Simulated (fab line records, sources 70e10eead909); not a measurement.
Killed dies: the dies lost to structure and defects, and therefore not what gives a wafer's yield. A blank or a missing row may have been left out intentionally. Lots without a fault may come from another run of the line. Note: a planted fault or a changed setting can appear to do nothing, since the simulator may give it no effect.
8D (eight disciplines) problem report, filled in by code :: flow nand-harc :: the parts of the form that need people (team, actions taken, sign-off) are left out

== 1. WHAT IS WRONG ==
killed-at-periphery at NHARC_END_SORT_01 reads a mean of 105.0 on 2 wafers of 2 lots; wafers without a fault read 3.9 with a standard deviation of 2.8. That puts it +36 standard deviations away from the usual mean.
First seen on wafer L466.2, day 29 09:02, on prober-02. At this step, 13 wafers from 5 lots have a number in the record. The rule behind "out" and "out of limits": a value lying over 4 standard deviations away from the usual mean. The other wafers with a number count as sound.

== 2. WHAT IT IS AND WHAT IT IS NOT ==
question: which readings at this step
is: killed-at-periphery, defect-limited-yield, killed-dies, sort_bin_2_pct, sort_bin_3_pct, sort-n-pass, sort-yield-pct
is not: killed-at-array, killed-at-other, killed-open, sort-rim-yield-pct

question: which lots
is: L466, L468
is not: L460, L461, L472

question: which wafers of those lots
is: L466.2, L468.3
is not: L468.1, L468.2

question: read on which gauges
is: prober-01, prober-02
is not: -

question: when
is: from day 29 09:02
is not: up to then (6 sound wafers); but 5 sound wafers of L468, L472 came after

== 3. WHAT RULES OUT EACH SUSPECT ==
Counting: any tool at a process step up to the reading remains a suspect provided it ran every lot that is out. Sound lots after the first of them don't rule it out here, since some wafers of a struck lot are sound.
- the gauge at NHARC_END_SORT_01 is ruled out. 2 gauges (prober-01, prober-02) read the wafers that are out.
- rie-diel-02 at NHARC_P_BONDPAD_ETCH_37 (etches the open film in N2/H2, target depth 60 nm, overetch 18 nm, time 65.91 s): kept. It ran every lot that is out, first L466 (day 11 19:16); its last sound lot up to then is L460 (day 9 12:00).
- pvd-sputter-03 at NHARC_P_BONDPAD_PRE_CLEAN_26 (time 30 s): kept. It ran every lot that is out, first L466 (day 11 20:55). NHARC_P_BONDPAD_PRE_CLEAN_26 gives no start for some lots, so the hours and the order of its lots are those of NHARC_P_BONDPAD_ANNEAL_28.
- pvd-sputter-03 at NHARC_P_BONDPAD_PVD_27 (deposits Cu, target thk 30 nm, time 20.49 s): kept. It ran every lot that is out, first L466 (day 11 20:55). NHARC_P_BONDPAD_PVD_27 gives no start for some lots, so the hours and the order of its lots are those of NHARC_P_BONDPAD_ANNEAL_28.
- rtp-anneal-01 at NHARC_P_BONDPAD_ANNEAL_28 (time 90 s): kept. It ran every lot that is out, first L466 (day 11 20:55); its last sound lot up to then is L461 (day 9 23:28).
- In rie-diel-02 at NHARC_P_BONDPAD_ETCH_37, the wafers that are out were processed in chamber 2 and their sound lot-mates in chambers 0, 3.
Left after counting: rie-diel-02 at NHARC_P_BONDPAD_ETCH_37, pvd-sputter-03 at NHARC_P_BONDPAD_PRE_CLEAN_26, pvd-sputter-03 at NHARC_P_BONDPAD_PVD_27, rtp-anneal-01 at NHARC_P_BONDPAD_ANNEAL_28.

== 4. THE CAUSE (what the simulator had put in) ==
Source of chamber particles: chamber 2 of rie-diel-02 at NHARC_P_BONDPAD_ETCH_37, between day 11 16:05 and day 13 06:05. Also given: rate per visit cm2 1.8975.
This tool is one of the 4 suspects left after counting.

== 5. THE EFFECT CHAIN, in route order ==
Each row: a reading whose mean over the struck wafers that have a number lies more than 3 standard deviations from the usual. Only readings for which the record gives a usual standard deviation are gone through. hours: the time from each lot's start at the first step in this table that gives one to its start at this step, as a median over the lots. sigmas: the change in usual standard deviations.
hours: 0
step: NHARC_END_SORT_01
reading: defect-limited-yield
usual: 91.3 %
on struck wafers: 77.6
change: -13.7
sigmas: -7.2

hours: 0
step: NHARC_END_SORT_01
reading: killed-at-periphery
usual: 3.9
on struck wafers: 105.0
change: +101.1
sigmas: +36

hours: 0
step: NHARC_END_SORT_01
reading: killed-dies
usual: 59
on struck wafers: 152
change: +93
sigmas: +7.2

hours: 0
step: NHARC_END_SORT_01
reading: sort_bin_2_pct
usual: 3.1 %
on struck wafers: 9.6
change: +6.5
sigmas: +7.1

hours: 0
step: NHARC_END_SORT_01
reading: sort_bin_3_pct
usual: 0.6 %
on struck wafers: 5.8
change: +5.2
sigmas: +15

hours: 0
step: NHARC_END_SORT_01
reading: sort-n-pass
usual: 618
on struck wafers: 525
change: -93
sigmas: -7.2

hours: 0
step: NHARC_END_SORT_01
reading: sort-yield-pct
usual: 91.3 %
on struck wafers: 77.6
change: -13.7
sigmas: -7.2

== 6. WHAT WOULD HAVE CAUGHT IT SOONER ==
In this record the first reading out of limits at a measuring or inspecting step was taken at day 29 09:02, 425 hours after the fault began at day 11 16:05.
Of the tool readings at NHARC_P_BONDPAD_ETCH_37 for which the record gives a usual standard deviation, none was out on any struck wafer, so an alarm limit of 4 standard deviations on them would not have fired.
By day 29 09:02 the whole set of lots that are out, 2 in number, had already begun NHARC_P_BONDPAD_ETCH_37 on rie-diel-02. A hold on the tool at that time would have spared none of them.
